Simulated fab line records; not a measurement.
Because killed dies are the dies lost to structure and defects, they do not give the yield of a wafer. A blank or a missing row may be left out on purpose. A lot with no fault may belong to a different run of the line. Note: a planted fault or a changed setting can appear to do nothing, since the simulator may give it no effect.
fab line records | flow n5Finfet
record lots=7 wafers=39
route steps=1938 shown BEOL_M7@1308
startH: hours from the record's first day to the start of the lot's first wafer shown | waitH: hours elapsed since this lot's preceding step | " as in the row above | L1.1+2: a row that stands for several wafers | - no value, or no start given | * or withheld: withheld | < > ~ a bound
route shown NAME@n: names a module that has steps shown in the file, with the first one's number in the route | usual: average and standard deviation across the fault-free wafers | same: alike in all rows | chamber/n: place in a boat | sites: per-site readings | _std_site: their standard deviation | _edge_site: mean of outer sites minus mean of inner sites | radiusMm: how far each site lies from the wafer's centre | mask NAME#n: copy n | behind: the tool/chamber that last shaped the wafer | hold: the reason the lot was held/the length of the hold in hours/how it ended | device: transistor that didn't switch, given as n, p or np | end of line: at the end of the route, the tests of the same wafers | a step without rows: its recipe alone | killed: dies lost to structure and defects at the first sort, not the wafer's yield | map: the dies of a wafer, with x for killed, . for not killed, _ for no die there
set.NAME: the setting as run; set.NAME@STEP: as run at that earlier step | model.NAME: the simulator's own value behind a step, which no gauge read
lots whose settings were changed on purpose; a table a step, a row a wafer
## steps
# step N5_BEOL_M7_TRENCH_ETCH_37
# recipe chemistry=C4F6/O2 targetDepthA=934.78 target=SiCOH_lowk timeS=31.2 ionEnergyEv=250 pressureMtorr=30 sourceW=345 biasW=185 Ar_flow_sccm=300 C4F6_flow_sccm=10 O2_flow_sccm=10
# columns lot.wafer tool chamber startH waitH set.timeS model.etch.depthNm model.BEOL_M7.featureDepthNm model.TiN_of_BEOL_M7_HM_DEP_02.thkNm
L075.1 rieDiel-05 3 - - 31.2 91.48 91.4 17.6
L075.2 " 0 " " 31.2 92 92 17.4
L075.3 " 2 " " 31.2 92.09 92 17.4
L075.4 " 2 " " 45.83 134.7 134.6 16.4
L075.5 " 3 " " 45.83 135 135 16.4
L075.6 " 0 " " 45.83 136.2 136.2 16.4
L076.1 rieDiel-03 2 - - 26.12 79.28 79.2 17.6
L076.2 " 3 " " 26.12 78.93 79 17.6
L076.3 " 1 " " 26.12 76.38 76.4 17.6
L076.4 " 0 " " 31.2 92.88 92.8 17
L076.5 " 2 " " 31.2 94.59 94.6 17.2
L076.6 " 3 " " 31.2 94.18 94.2 17.2
L077.1 rieDiel-06 0 - - 19.4 57.34 57.4 18
L077.2 " 3 " " 19.4 58.41 58.4 18
L077.3 " 1 " " 31.2 93.27 93.2 17.2
L077.4 " 2 " " 31.2 91.75 91.8 17.2
L077.5 " 1 " " 19.4 58.51 58.6 18.4
L077.6 " 2 " " 31.2 91.81 91.8 17.2
L078.1 rieDiel-06 0 - - 31.2 92.44 92.4 17.6
L078.2 " 3 " " 24.97 75.82 75.8 18
L078.3 " 2 " " 31.2 91.89 91.8 17.6
L078.4 " 1 " " 24.97 75.33 75.4 18
L078.5 " 2 " " 31.2 91.25 91.2 17.6
L078.6 " 1 " " 24.97 74.99 75 18
L093.2 rieDiel-03 1 - - 31.2 89.31 89.4 17.4
L093.4 " 2 " " 31.2 92.29 92.2 17.6
L093.5 " 2 " " 31.2 91.79 91.8 17.4
L094.1 rieDiel-05 0 - - 31.2 92.47 92.4 17.4
L094.2 " 2 " " 31.2 93.53 93.6 17.2
L094.3 " 1 " " 31.2 94.93 95 17.2
L094.4 " 3 " " 31.2 91.63 91.6 17.4
L094.5 " 0 " " 31.2 92.57 92.6 17.2
L094.6 " 3 " " 31.2 92.14 92.2 17.4
L097.1 rieDiel-03 1 - - 31.2 88.93 89 17.2
L097.2 " 2 " " 31.2 92.3 92.2 17.2
L097.3 " 3 " " 31.2 91.49 91.4 17.2
L097.4 " 0 " " 31.2 90.75 90.8 17.2
L097.5 " 0 " " 31.2 90.98 91 17.2
L097.6 " 1 " " 31.2 89.74 89.8 17.4
# step N5_BEOL_M7_ETCH_41
# recipe chemistry=CH3F/O2 target=SiCN targetDepthA=319 taperDeg=2 timeS=57.8 ionEnergyEv=120 maskMaterial=TiN pressureMtorr=30 sourceW=395 biasW=75 Ar_flow_sccm=150 CH3F_flow_sccm=30 O2_flow_sccm=20
# step N5_BEOL_M7_STRIP_80
# recipe chemistry=N2/H2 timeS=10 powerW=450 tempC=40 pressureMtorr=20 rfFrequencyHz=6e+07 biasPowerW=7 n2FlowSccm=200 h2FlowSccm=200
# step N5_BEOL_M7_OCD_MEAS_38
# usual trenchDepthNm=92.5/1.7
# columns lot.wafer tool chamber startH waitH set.timeS@BEOL_M7_TRENCH_ETCH_37 trenchDepthNm
L075.1 ocd-01 - 203.39 - 31.2 -
L075.2 " - " " 31.2 92.3
L075.3 " - " " 31.2 92.1
L075.4 " - " " 45.83 135.3
L075.5 " - " " 45.83 -
L075.6 " - " " 45.83 -
L076.1 ocd-01 - 204.86 - 26.12 79.5
L076.2 " - " " 26.12 78.6
L076.3 " - " " 26.12 76.9
L076.4 " - " " 31.2 93.4
L076.5 " - " " 31.2 94.4
L076.6 " - " " 31.2 94.0
L077.1 ocd-01 - 213.53 - 19.4 -
L077.2 " - " " 19.4 58.4
L077.3 " - " " 31.2 -
L077.4 " - " " 31.2 -
L077.5 " - " " 19.4 58.7
L077.6 " - " " 31.2 91.4
L078.1 ocd-01 - 215.12 - 31.2 92.5
L078.2 " - " " 24.97 75.8
L078.3 " - " " 31.2 91.9
L078.4 " - " " 24.97 75.4
L078.5 " - " " 31.2 91.7
L078.6 " - " " 24.97 75.0
L093.2 ocd-02 - 302.06 - 31.2 89.3
L093.4 " - " " 31.2 92.2
L093.5 " - " " 31.2 92.0
L094.1 ocd-02 - 314.23 - 31.2 91.9
L094.2 " - " " 31.2 93.0
L094.3 " - " " 31.2 94.6
L094.4 " - " " 31.2 90.9
L094.5 " - " " 31.2 93.0
L094.6 " - " " 31.2 92.4
L097.1 ocd-02 - 328.90 - 31.2 88.9
L097.2 " - " " 31.2 92.8
L097.3 " - " " 31.2 90.8
L097.4 " - " " 31.2 90.5
L097.5 " - " " 31.2 91.4
L097.6 " - " " 31.2 89.6
# step N5_BEOL_M7_HM_STRIP_39
# recipe chemistry=peroxideTinStrip material=TiN targetDepthA=250 tempC=50 timeS=158
# step N5_BEOL_M7_SRD_40
# recipe timeS=30 tempC=23 rinseLiquid=diw dry=ipaMarangoni
# step N5_BEOL_M7_ECD_50
# recipe material=Cu targetThkA=3000
# step N5_BEOL_M7_ANNEAL_51
# recipe tempC=225 timeS=90 ambient=N2
# step N5_BEOL_M7_CMP_52
# recipe stopOn=SiCOH_lowk tOverpolishS=6.9 downForcePsi=1 platenRpm=50 clearingPlatenDownForcePsi=1.5 clearingPlatenRpm=50 postCmpClean=cuAlkaline targetThkNm=80 clearingPlatenPadVelocityMS=0.99484 padVelocityMS=0.99484
# columns lot.wafer tool chamber startH waitH set.timeS@BEOL_M7_TRENCH_ETCH_37 model.Cu_of_BEOL_M7_ECD_50.thkNm
L075.2 cmp-01 2 206.37 0.2 31.2 79.6
L075.3 " 3 " " 31.2 78.8
L075.4 " 0 " " 45.83 122.6
L075.1 " 1 " " 31.2 79.2
L075.6 " 2 " " 45.83 124
L075.5 " 3 " " 45.83 122.4
L076.3 cmp-01 3 208.90 0.2 26.12 64.2
L076.2 " 0 " " 26.12 65.4
L076.4 " 1 " " 31.2 80.6
L076.1 " 2 " " 26.12 67.4
L076.5 " 3 " " 31.2 80.8
L076.6 " 0 " " 31.2 81
L077.4 cmp-02 3 216.17 0.1 31.2 79.8
L077.3 " 0 " " 31.2 79.4
L077.2+1 " 1,2 " " 19.4 44
L077.5 " 3 " " 19.4 45
L077.6 " 0 " " 31.2 78.8
L078.3 cmp-01 2 216.93 0.2 31.2 79.2
L078.4 " 3 " " 24.97 62.4
L078.2 " 0 " " 24.97 62.8
L078.1 " 1 " " 31.2 80.2
L078.6 " 2 " " 24.97 62.6
L078.5 " 3 " " 31.2 78.8
L093.2 cmp-04 2 304.44 0.2 31.2 75.6
L093.4+5 " 1,2 " " 31.2 77.8
L094.2 cmp-01 3 316.00 0.2 31.2 80.2
L094.3 " 0 " " 31.2 80.6
L094.4 " 1 " " 31.2 78.6
L094.1 " 2 " " 31.2 79.8
L094.6+5 " 3,0 " " 31.2 78
L097.4 cmp-04 0 331.31 0.1 31.2 77
L097.3+5 " 1,0 " " 31.2 77.6
L097.2 " 2 " " 31.2 78.6
L097.1 " 3 " " 31.2 75
L097.6 " 1 " " 31.2 76.8
# step N5_BEOL_M7_THK_MEAS_53
# recipe thkMeasGauge=xrf reads=Cu_of_BEOL_M7_ECD_50
# usual M7_THK=77.7/1.9
# columns lot.wafer tool chamber startH waitH set.timeS@BEOL_M7_TRENCH_ETCH_37 M7_THK[nm]
L075.1 filmMetro-02 - 206.66 - 31.2 -
L075.2 " - " " 31.2 78.4
L075.3 " - " " 31.2 77.5
L075.4 " - " " 45.83 120.4
L075.5 " - " " 45.83 -
L075.6 " - " " 45.83 -
L076.1 filmMetro-01 - 209.19 - 26.12 66.1
L076.2 " - " " 26.12 64.0
L076.3 " - " " 26.12 63.0
L076.4 " - " " 31.2 79.1
L076.5 " - " " 31.2 79.3
L076.6 " - " " 31.2 79.4
L077.1 filmMetro-01 - 216.46 - 19.4 -
L077.2 " - " " 19.4 43.4
L077.3 " - " " 31.2 -
L077.4 " - " " 31.2 -
L077.5 " - " " 19.4 44.1
L077.6 " - " " 31.2 77.3
L078.1 filmMetro-02 - 217.22 - 31.2 78.9
L078.2 " - " " 24.97 61.6
L078.3 " - " " 31.2 78.1
L078.4 " - " " 24.97 61.5
L078.5 " - " " 31.2 77.4
L078.6 " - " " 24.97 61.9
L093.2 filmMetro-02 - 304.73 - 31.2 74.9
L093.4 " - " " 31.2 76.9
L093.5 " - " " 31.2 76.9
L094.1 filmMetro-01 - 316.30 - 31.2 78.2
L094.2 " - " " 31.2 78.2
L094.3 " - " " 31.2 78.4
L094.4 " - " " 31.2 76.9
L094.5 " - " " 31.2 76.1
L094.6 " - " " 31.2 76.3
L097.1 filmMetro-02 - 331.61 - 31.2 74.3
L097.2 " - " " 31.2 78.0
L097.3 " - " " 31.2 76.4
L097.4 " - " " 31.2 75.9
L097.5 " - " " 31.2 76.6
L097.6 " - " " 31.2 75.7
# step N5_BEOL_M7_PRE_CLEAN_55
# recipe gas=NH3 timeS=15 tempC=withheld rfPowerW=300
# step N5_BEOL_M7_DEP_56
# recipe material=SiCN targetThkA=100 tempC=withheld precursor=3MS/NH3 pressureTorr=3 rfW=202 timeS=17.5
# step N5_BEOL_M7_RS_MEAS_57
# recipe thkMeasGauge=four-point-probe reads=Cu_of_BEOL_M7_ECD_50+Co_of_BEOL_M7_CVD_78+TaN_of_BEOL_M7_ALD_77
# usual M7_RS=0.291/0.0089
# columns lot.wafer tool chamber startH waitH set.timeS@BEOL_M7_TRENCH_ETCH_37 M7_RS[ohm/sq]
L075.1 filmMetro-01 - 206.79 0.1 31.2 -
L075.2 " - " " 31.2 0.287
L075.3 " - " " 31.2 0.291
L075.4 " - " " 45.83 0.176
L075.5 " - " " 45.83 -
L075.6 " - " " 45.83 -
L076.1 filmMetro-01 - 209.35 0.1 26.12 0.351
L076.2 " - " " 26.12 0.363
L076.3 " - " " 26.12 0.371
L076.4 " - " " 31.2 0.283
L076.5 " - " " 31.2 0.282
L076.6 " - " " 31.2 0.282
L077.1 filmMetro-02 - 216.59 0.1 19.4 -
L077.2 " - " " 19.4 0.595
L077.3 " - " " 31.2 -
L077.4 " - " " 31.2 -
L077.5 " - " " 19.4 0.579
L077.6 " - " " 31.2 0.292
L078.1 filmMetro-02 - 217.35 0.1 31.2 0.286
L078.2 " - " " 24.97 0.382
L078.3 " - " " 31.2 0.289
L078.4 " - " " 24.97 0.385
L078.5 " - " " 31.2 0.292
L078.6 " - " " 24.97 0.384
L093.2 filmMetro-01 - 304.86 0.1 31.2 0.305
L093.4 " - " " 31.2 0.295
L093.5 " - " " 31.2 0.296
L094.1 filmMetro-02 - 316.43 0.1 31.2 0.287
L094.2 " - " " 31.2 0.285
L094.3 " - " " 31.2 0.284
L094.4 " - " " 31.2 0.292
L094.5 " - " " 31.2 0.295
L094.6 " - " " 31.2 0.295
L097.1 filmMetro-01 - 331.74 0.1 31.2 0.308
L097.2 " - " " 31.2 0.292
L097.3 " - " " 31.2 0.297
L097.4 " - " " 31.2 0.300
L097.5 " - " " 31.2 0.296
L097.6 " - " " 31.2 0.300
## key
split step=N5_BEOL_M7_TRENCH_ETCH_37 setting=timeS stated=31.2 by=wafer
response step=N5_BEOL_M7_TRENCH_ETCH_37 reading=model.etch.depthNm change=+0.912 per=1% r=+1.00
response step=N5_BEOL_M7_TRENCH_ETCH_37 reading=model.BEOL_M7.featureDepthNm change=+0.911 per=1% r=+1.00
response step=N5_BEOL_M7_TRENCH_ETCH_37 reading=model.TiN_of_BEOL_M7_HM_DEP_02.thkNm change=-0.0235 per=1% r=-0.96
response step=N5_BEOL_M7_OCD_MEAS_38 reading=trenchDepthNm change=+0.894 per=1% r=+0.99
response step=N5_BEOL_M7_CMP_52 reading=model.Cu_of_BEOL_M7_ECD_50.thkNm change=+0.922 per=1% r=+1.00
response step=N5_BEOL_M7_THK_MEAS_53 reading=M7_THK change=+0.887 per=1% r=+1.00
response step=N5_BEOL_M7_RS_MEAS_57 reading=M7_RS shape=bent atLowest=0.587 atStated=0.292 atHighest=0.176
